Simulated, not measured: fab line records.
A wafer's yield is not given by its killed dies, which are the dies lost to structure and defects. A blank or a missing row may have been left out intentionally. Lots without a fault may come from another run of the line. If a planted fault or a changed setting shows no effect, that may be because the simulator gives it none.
fab line records | flow nand-harc
[record] lots = 14 wafers = 42 last-day = 24
route steps=1159 shown P_ZERO_WELL@41 A_BONDPAD@1084 THIN_TSV@1121 END@1159
lots that met no fault: from a run of the same line without faults
start-h: the number of hours between the record's first day and the start of the first shown wafer of the lot | wait-h: hours elapsed since this lot's preceding step | " as in the row above | L1.1+2: several wafers, shown together as one row | - no value, or no start was given | * or withheld: withheld | < > ~ a bound
route shown NAME@n: names a module that has steps shown in the file, with the first one's number in the route | usual: mean/standard deviation taken from wafers without a fault | same: alike in all rows | chamber/n: place in a boat | sites: per-site readings | _std_site: standard deviation across them | _edge_site: the outer-site mean with the inner-site mean subtracted | radius-mm: for every site, how far away it sits from the centre of the wafer | mask NAME#n: copy n | behind: the tool/chamber that last shaped the wafer | hold: why the lot went on hold/how many hours it stayed there/how the hold came to an end | device: the transistor (n, p or np) that didn't switch | end of line: tests of these same wafers at the route's end | for a step that has no rows: nothing shown but its recipe | killed: count of dies lost to structure and defects at first sort (not the wafer's yield) | map: shows each die of a wafer: x if killed, . if not, _ if none is there
set.NAME: the run value of the setting; set.NAME@STEP: its run value at that earlier step | model.NAME: the simulator's own value behind a step, which no gauge read
route steps across a sampled set of lots; one table per step, one row per wafer
services: from which hour (start-h, from the record's first day; less than 0 if before it) a tool's chamber was out of use, for how many hours, and why
[[steps]]
[step NHARC_P_ZERO_WELL_EXPOSE_34]
[recipe] na = 0.6 target-cd-nm = 720 dose-mj = 22.31 mask-id = P_PWELL
// columns lot.wafer tool chamber start-h wait-h mask
L636.4+5+6 krf-scanner-03 0 16.08 - P_PWELL#0
L638.1+3+4 krf-scanner-04 0 28.15 - P_PWELL#0
L639.1+2+6 krf-scanner-03 0 33.91 - P_PWELL#0
L640.1+2+5 krf-scanner-03 0 39.86 - P_PWELL#0
L642.3+5+6 krf-scanner-03 0 52.08 - P_PWELL#0
L643.2+4+6 krf-scanner-03 0 57.86 - P_PWELL#0
L646.1+2+3 krf-scanner-04 0 75.84 - P_PWELL#0
L649.1+5+6 krf-scanner-02 0 93.88 - P_PWELL#0
L650.1+4+6 krf-scanner-02 0 99.92 - P_PWELL#0
L652.1+3+6 krf-scanner-02 0 111.96 - P_PWELL#0
L654.2+3+4 krf-scanner-04 0 124.00 - P_PWELL#0
L655.1+3+6 krf-scanner-02 0 130.15 - P_PWELL#0
L656.1+3+4 krf-scanner-04 0 135.97 - P_PWELL#0
L657.1+3+4 krf-scanner-02 0 142.17 - P_PWELL#0
[step NHARC_A_BONDPAD_PVD_17]
[recipe] target-thk-a = 50 bias-v = 168.6 power-w = 15000 chamber-pressure-pa = 0.12 time-s = 8.06 substrate-temp-c = 50 material = TaN
[usual] throttle-valve-pct = 30.1/1
// columns lot.wafer tool chamber start-h wait-h throttle-valve-pct
L636.4 pvd-sputter-01 - - - 30.2
L636.5 " - " " 30.9
L636.6 " - " " 27.9
L639.1 pvd-sputter-01 - - - 27.6
L639.2 " - " " 30.3
L639.6 " - " " 30.8
L638.4 pvd-sputter-03 - - - 31.3
L638.3 " - " " 29.4
L638.1 " - " " 30.1
L640.1 pvd-sputter-01 - - - 30.2
L640.2 " - " " 30.7
L640.5 " - " " 27.7
L642.3 pvd-sputter-02 - - - 28.6
L642.5 " - " " 30.6
L642.6 " - " " 30.9
L643.2 pvd-sputter-02 - - - 30.3
L643.4 " - " " 30.8
L643.6 " - " " 30.6
L646.1 pvd-sputter-02 - - - 30.4
L646.2 " - " " 30.9
L646.3 " - " " 28.6
L649.1 pvd-sputter-03 - - - 30.8
L649.6 " - " " 30.8
L649.5 " - " " 30.2
L654.4 pvd-sputter-01 - - - 30.4
L654.2 " - " " 30.9
L654.3 " - " " 30.4
L650.4 pvd-sputter-03 - - - 28.9
L650.1 " - " " 31.3
L650.6 " - " " 28.9
L655.3 pvd-sputter-02 - - - 30.8
L655.1 " - " " 30.2
L655.6 " - " " 31.0
L652.3 pvd-sputter-03 - - - 29.7
L652.1 " - " " 30.8
L652.6 " - " " 29.0
L656.4 pvd-sputter-03 - - - 29.0
L656.3 " - " " 31.6
L656.1 " - " " 29.9
L657.3 pvd-sputter-01 - - - 30.7
L657.4 " - " " 30.2
L657.1 " - " " 27.4
[step NHARC_A_BONDPAD_ANNEAL_28]
[recipe] temp-c = 225 time-s = 90
[usual] wafer_temp_C_max = 226.2/0.31
// columns lot.wafer tool chamber start-h wait-h wafer_temp_C_max
L636.4 rtp-anneal-02 0 402.87 0.4 226.3
L636.5 " 0 " " 226.4
L636.6 " 0 " " 226.1
L639.1 rtp-anneal-02 0 411.35 - 226.2
L639.2 " 0 " " 226.1
L639.6 " 0 " " 227.0
L638.1 rtp-anneal-02 0 414.45 - 226.8
L638.3 " 0 " " 226.0
L638.4 " 0 " " 225.8
L640.1 rtp-anneal-02 0 428.24 - 226.4
L640.2 " 0 " " 226.7
L640.5 " 0 " " 226.3
L642.3 rtp-anneal-01 0 453.57 0.3 225.9
L642.5 " 0 " " 226.1
L642.6 " 0 " " 226.2
L643.2 rtp-anneal-02 0 454.21 - 226.1
L643.4 " 0 " " 226.6
L643.6 " 0 " " 226.6
L646.1 rtp-anneal-02 0 471.29 0.4 226.0
L646.2 " 0 " " 226.2
L646.3 " 0 " " 226.2
L649.1 rtp-anneal-02 0 489.12 0.3 226.4
L649.5 " 0 " " 226.7
L649.6 " 0 " " 226.2
L654.2 rtp-anneal-01 0 506.91 0.4 225.9
L654.3 " 0 " " 225.9
L654.4 " 0 " " 225.8
L650.1 rtp-anneal-01 0 517.43 - 226.1
L650.4 " 0 " " 225.7
L650.6 " 0 " " 225.9
L655.1 rtp-anneal-02 0 518.00 0.3 226.4
L655.3 " 0 " " 226.2
L655.6 " 0 " " 226.3
L652.1 rtp-anneal-01 0 520.57 - 226.2
L652.3 " 0 " " 225.9
L652.6 " 0 " " 226.0
L656.1 rtp-anneal-02 0 531.51 - 226.0
L656.3 " 0 " " 226.3
L656.4 " 0 " " 226.4
L657.1 rtp-anneal-01 0 532.96 0.3 225.9
L657.3 " 0 " " 226.1
L657.4 " 0 " " 226.1
[step NHARC_THIN_TSV_CD_MEAS_16]
[usual] cd-nm = 1000.5/1.5
// columns lot.wafer tool chamber start-h wait-h cd-nm
L636.4 cd-sem-02 - 420.28 0.1 998.3
L636.5 " - " " 1000.5
L636.6 " - " " 999.4
L639.1 cd-sem-02 - 426.06 0.1 1002.5
L639.2 " - " " 999.9
L639.6 " - " " 999.1
L638.1 cd-sem-03 - 427.10 0.1 1004.7
L638.3 " - " " 1002.0
L638.4 " - " " 1002.8
L640.1 cd-sem-02 - 443.74 0.1 1000.9
L640.2 " - " " 1002.3
L640.5 " - " " 1000.6
L643.2 cd-sem-01 - 467.90 0.1 1001.6
L643.4 " - " " 1004.4
L643.6 " - " " 1002.3
L642.3 cd-sem-02 - 469.25 0.1 999.5
L642.5 " - " " 1001.3
L642.6 " - " " 1000.2
L646.1 cd-sem-01 - 487.05 0.1 1002.1
L646.2 " - " " 1001.7
L646.3 " - " " 1001.6
L649.1 cd-sem-02 - 503.29 0.1 1001.1
L649.5 " - " " 1000.0
L649.6 " - " " 1001.0
L654.2 cd-sem-02 - 522.82 0.1 998.8
L654.3 " - " " 1002.4
L654.4 " - " " 999.1
L652.1 cd-sem-02 - 533.49 0.1 999.9
L652.3 " - " " 1003.0
L652.6 " - " " 1001.6
L655.1 cd-sem-02 - 534.69 0.1 1001.8
L655.3 " - " " 999.6
L655.6 " - " " 999.7
L650.1 cd-sem-01 - 535.87 0.1 1001.2
L650.4 " - " " 1001.6
L650.6 " - " " 1001.0
L656.1 cd-sem-02 - 545.84 0.1 999.2
L656.3 " - " " 999.1
L656.4 " - " " 1000.4
L657.1 cd-sem-03 - 547.04 0.1 998.5
L657.3 " - " " 999.3
L657.4 " - " " 1000.0
[step NHARC_END_SORT_01]
[recipe] temp-c = 25
[usual] killed-at-array = 27/11 killed-at-other = 0.8/1.1 killed-at-periphery = 2.8/1.9 killed-dies = 30/11 killed-open = 3.3/1.8 killed-short = 2.3/1.5
[same] gross-dies = 677
// columns lot.wafer tool chamber start-h wait-h killed-at-array killed-at-other killed-at-periphery killed-dies killed-open killed-short
L643.2 prober-01 0 482.54 2.8 15 0 662 677 4 2
L643.4 prober-01 0 484.14 3.4 19 0 658 677 4 3
L643.6 prober-01 0 485.74 4.0 9 2 666 677 3 2
L642.3 prober-02 0 483.36 3.1 35 2 640 677 3 4
L642.5 prober-02 0 484.94 3.7 26 1 650 677 5 1
L642.6 prober-02 0 485.74 4.0 30 2 645 677 4 3
L650.1 prober-01 0 552.19 2.5 18 0 2 20 1 4
L650.4 prober-01 0 554.64 3.4 21 0 2 23 2 6
L650.6 prober-01 0 556.26 4.1 26 1 1 28 4 6
// killed by level:class
L643.2 P_ZERO_WELL:overlay=660 A_STAIRCASE:chamber-film-flake=5 A_CHANNEL_FILL_D1:chamber-film-flake=3 A_CONTACT:geometric-particle:open=2 P_GATE:geometric-particle:open=1 P_M1:geometric-particle:open=1 A_ONON_D1:geometric-particle:short=1 A_CHANNEL_HOLE_D1:geometric-particle:short=1
L642.3 P_ZERO_WELL:overlay=639 A_CHANNEL_HOLE_D1:chamber-film-flake=16 A_SLIT:chamber-film-flake=5 A_ONON_D1:geometric-particle:short=2 A_ONON_D1:geometric-particle:open=2 A_ZERO_WELL:chamber-film-flake=2 A_WL_FILL:chamber-film-flake=2 A_CONTACT:chamber-film-flake=2
L643.4 P_ZERO_WELL:overlay=657 A_CHANNEL_HOLE_D1:chamber-film-flake=7 A_STAIRCASE:chamber-film-flake=3 A_CHANNEL_FILL_D1:geometric-particle:short=2 A_M0:geometric-particle:open=2 A_CHANNEL_FILL_D1:geometric-particle:open=1 A_SGD_CUT:geometric-particle:short=1 A_WL_FILL:geometric-particle:open=1
L642.5 P_ZERO_WELL:overlay=647 A_SLIT:chamber-film-flake=10 A_CHANNEL_HOLE_D1:chamber-film-flake=6 A_WL_FILL:chamber-film-flake=4 P_CONTACT:geometric-particle:open=2 A_ONON_D1:geometric-particle:open=2 P_M0:geometric-particle:open=1 A_ONON_D1:geometric-particle:short=1
L642.6 P_ZERO_WELL:overlay=643 A_CHANNEL_HOLE_D1:chamber-film-flake=16 A_SLIT:chamber-film-flake=5 A_CONTACT:chamber-film-flake=3 THIN_TSV:chamber-film-flake=2 P_STI:geometric-particle:open=1 P_M1:geometric-particle:open=1 A_ONON_D1:geometric-particle:short=1
L643.6 P_ZERO_WELL:overlay=664 A_CONTACT:chamber-film-flake=2 P_STI:geometric-particle:open=1 A_ONON_D1:geometric-particle:open=1 A_CONTACT:geometric-particle:open=1 A_BLC:geometric-particle:short=1 P_STI:chamber-film-flake=1 STARTING-WAFER:geometric-particle:short=1
L650.1 A_CHANNEL_FILL_D1:chamber-film-flake=6 A_CONTACT:chamber-film-flake=4 A_CHANNEL_HOLE_D1:chamber-film-flake=2 P_M0:geometric-particle:open=1 A_CHANNEL_HOLE_D1:geometric-particle:short=1 A_CHANNEL_FILL_D1:geometric-particle:short=1 A_WL_FILL:geometric-particle:short=1 A_CONTACT:geometric-particle:short=1
L650.4 A_CHANNEL_HOLE_D1:chamber-film-flake=6 A_STAIRCASE:chamber-film-flake=4 A_SGD_CUT:geometric-particle:short=2 A_CONTACT:geometric-particle:short=2 A_CHANNEL_FILL_D1:chamber-film-flake=2 A_CONTACT:chamber-film-flake=2 P_GATE:geometric-particle:short=1 A_ONON_D1:geometric-particle:open=1
L650.6 A_CHANNEL_FILL_D1:chamber-film-flake=7 A_STAIRCASE:chamber-film-flake=3 A_CONTACT:chamber-film-flake=3 A_CHANNEL_HOLE_D1:chamber-film-flake=2 A_SLIT:chamber-film-flake=2 P_M0:geometric-particle:short=1 A_CHANNEL_HOLE_D1:geometric-particle:short=1 A_CHANNEL_FILL_D1:geometric-particle:short=1
[[services]]
// columns tool chamber start-h hours kind
pvd-sputter-01 - -6.32 0.7 repair
krf-scanner-03 - -4.00 4.0 pm
krf-scanner-02 - 1.25 0.1 repair
krf-scanner-02 - 12.01 2.2 repair
pvd-sputter-01 - 26.48 0.6 repair
pvd-sputter-01 - 36.19 0.5 repair
krf-scanner-02 - 38.00 4.0 pm
pvd-sputter-01 - 45.15 3.1 repair
krf-scanner-03 - 78.45 12.5 repair
pvd-sputter-03 - 102.00 10.0 pm
krf-scanner-03 - 111.33 1.3 repair
pvd-sputter-01 - 158.00 10.0 pm
krf-scanner-03 - 168.00 4.0 pm
krf-scanner-03 - 196.63 1.4 repair
krf-scanner-02 - 210.00 4.0 pm
pvd-sputter-03 - 221.53 4.7 repair
krf-scanner-03 - 226.32 1.1 repair
pvd-sputter-03 - 237.53 4.9 repair
krf-scanner-03 - 245.17 0.2 repair
pvd-sputter-03 - 280.00 10.0 pm
krf-scanner-02 - 297.42 0.8 repair
krf-scanner-02 - 298.60 0.3 repair
rtp-anneal-02 - 300.00 12.0 pm
pvd-sputter-01 - 336.00 10.0 pm
[[key]]
[first-sign] step = NHARC_END_SORT_01 reading = killed-at-periphery direction = up sigmas = 99+ usual = 2.8 struck = 653.5
[effect] step = NHARC_END_SORT_01 reading = killed-dies direction = up sigmas = 59 usual = 30 struck = 677
[more-kills-born-at] NHARC_P_ZERO_WELL_EXPOSE_34@krf-scanner-03 = 3910
met-at NHARC_P_ZERO_WELL_EXPOSE_34
struck-lots L642,L643
tester-left-out L642,L643
not-acting-at NHARC_A_BONDPAD_PVD_17,NHARC_A_BONDPAD_ANNEAL_28,NHARC_THIN_TSV_CD_MEAS_16
onset-between 39.86 52.08
[fault] kind = scanner-matching-overlay tool = krf-scanner-03 chamber = - onset-h = 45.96 steps = NHARC_P_ZERO_WELL_EXPOSE_34 offset = 246.48
// tester-left-out: of these lots the tester's yield and bins aren't shown, on N5 and GAA mostly nor the transistor test; their killed dies are dies lost to structure and defects alone, not to doping, threshold or leakage, so they don't give the yield
